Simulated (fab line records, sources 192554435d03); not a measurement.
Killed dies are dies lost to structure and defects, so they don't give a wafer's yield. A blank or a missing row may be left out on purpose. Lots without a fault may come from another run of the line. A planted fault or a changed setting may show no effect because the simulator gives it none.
A struck lot beside a sound one | flow n5_finfet | 36 steps out of a route of 1938
Sound: wafers L605.2, L605.4, L605.5. Struck: wafer L621.6. (L621.1, L621.3 of the same lot were not struck and are left out.) The cause comes at the end.
At each step with rows: each side's tool, then ch and its chambers, then its first start. Under that, the readings that differ: sound wafers | struck wafers | difference of the means | sigmas: that difference in standard deviations of wafers without a fault.
alike: readings whose means differ by less than 2 such deviations, and words and numbers that are the same on both sides. not compared: withheld readings, readings that some wafer has no value for, bounds like >300 that may hide the same value, and numbers for which the record gives no deviation and whose values overlap.
The two part at a step that has a row with sigmas, a row that says differs or no value, or rows on one side only. Numbers that don't overlap but have no deviation are shown without sigmas and don't part them. A reading that every wafer of one side lacks parts them only if that side has two wafers or more.

first, 9 steps without rows for these wafers: N5_BEOL_M5_ANNEAL_89 (time 1800 s); N5_BEOL_M5_SPUTTER_90 (material Cu, target thk 4.5 nm, time 8.29 s); N5_BEOL_M5_ECD_50 (material Cu, target thk 300 nm); N5_BEOL_M5_ANNEAL_51 (time 90 s); N5_BEOL_M5_CMP_52 (polishes, stops on SiCOH lowk, t overpolish 6.9 s, target thk 62 nm); N5_BEOL_M5_PRE_CLEAN_77 (time 15 s); N5_BEOL_M5_CO_CAP_78 (material Co, precursor CCTBA/H2, target thk 2 nm, time 102.1 s); N5_BEOL_M5_PRE_CLEAN_55 (time 15 s); N5_BEOL_M5_DEP_56 (deposits SiCN from 3MS/NH3, target thk 8 nm, time 14 s).
N5_BEOL_M6_ILD_DEP_00: deposits SiCOH lowk from DEMS/porogen, target thk 179.75 nm, time 33.4 s.
  sound on pecvd-04 ch 0,1,2, day 9 17:59; struck on pecvd-04 ch 1, day 13 07:32
  reading                                            | sound             | struck | difference | sigmas
  model.SiCOH_lowk_of_BEOL_M6_ILD_DEP_00.thk_nm (nm) | 180.6 183.2 184.2 | 194.2  | +11.5      |
  alike: heater_power_w, rf_fwd_power_W, showerhead_plenum_p_Torr, susceptor_temp_C, throttle_valve_pct
then, 1 step without rows for these wafers: N5_BEOL_M6_CURE_74 (cures SiCOH lowk, time 240 s).
N5_BEOL_M6_THK_MEAS_01:
  sound on film_metro-01, day 9 18:34; struck on film_metro-02, day 13 08:08
  reading         | sound             | struck | difference | sigmas
  M6_ILD_THK (nm) | 155.7 157.9 158.9 | 167.7  | +10.2      | +4
then, 23 steps without rows for these wafers: N5_BEOL_M6_PECVD_70 (deposits SiO2 from TEOS/O2, target thk 20 nm, time 22.7 s); N5_BEOL_M6_HM_DEP_02 (deposits TiN, target thk 20 nm); N5_BEOL_M6_COAT_59 (time 60 s, resist thk 100 nm); N5_BEOL_M6_COAT_60 (time 60 s, resist thk 35 nm); N5_BEOL_M6_COAT_05 (resist thk 90 nm); N5_BEOL_M6_EBR_07; N5_BEOL_M6_SOFTBAKE_06 (time 60 s); N5_BEOL_M6_EXPOSE_08 (exposes mask M6); N5_BEOL_M6_PEB_09 (peb time 60 s); N5_BEOL_M6_DEVELOP_10 (develop time 30 s); N5_BEOL_M6_DESCUM_16 (chemistry O2, time 7.9 s); N5_BEOL_M6_ETCH_61 (etches SiARC in CF4, target depth 45.5 nm, time 75.8 s); N5_BEOL_M6_ETCH_62 (etches SOC in N2/H2, target depth 110 nm, overetch 22 nm, time 165 s); N5_BEOL_M6_STRIP_68 (strips in N2/H2); N5_BEOL_M6_STRIP_67 (strips in CF4); N5_BEOL_M6_HM_OPEN_17 (chemistry Cl2/BCl3, target TiN, target depth 20 nm, overetch 6 nm); N5_BEOL_M6_STRIP_19 (strips in O2); N5_BEOL_M6_COAT_63 (time 60 s, resist thk 60 nm); N5_BEOL_M6_COAT_64 (time 60 s, resist thk 12 nm); N5_BEOL_M6_COAT_71 (time 60 s, resist thk 5 nm); N5_BEOL_M6_COAT_22 (resist thk 30 nm); N5_BEOL_M6_EBR_24; N5_BEOL_M6_SOFTBAKE_23 (time 60 s).
N5_BEOL_M6_CMP_52: polishes, stops on SiCOH lowk, t overpolish 6.9 s, target thk 80 nm.
  sound on cmp-04 ch 0,1, day 10 02:41; struck on cmp-01 ch 3, day 13 15:42
  reading                                            | sound             | struck | difference | sigmas
  retaining_ring_pressure_frac                       | 1.002 0.998 1.000 | 0.989  | -0.011     | -2
  model.SiCOH_lowk_of_BEOL_M6_ILD_DEP_00.thk_nm (nm) | 152.6 155 156     | 164.6  | +10.1      |
  alike: motor_current_A

WHERE THEY PART
First at N5_BEOL_M6_THK_MEAS_01; last, within this record, at N5_BEOL_M6_CMP_52.

WHY: what the simulator had put in
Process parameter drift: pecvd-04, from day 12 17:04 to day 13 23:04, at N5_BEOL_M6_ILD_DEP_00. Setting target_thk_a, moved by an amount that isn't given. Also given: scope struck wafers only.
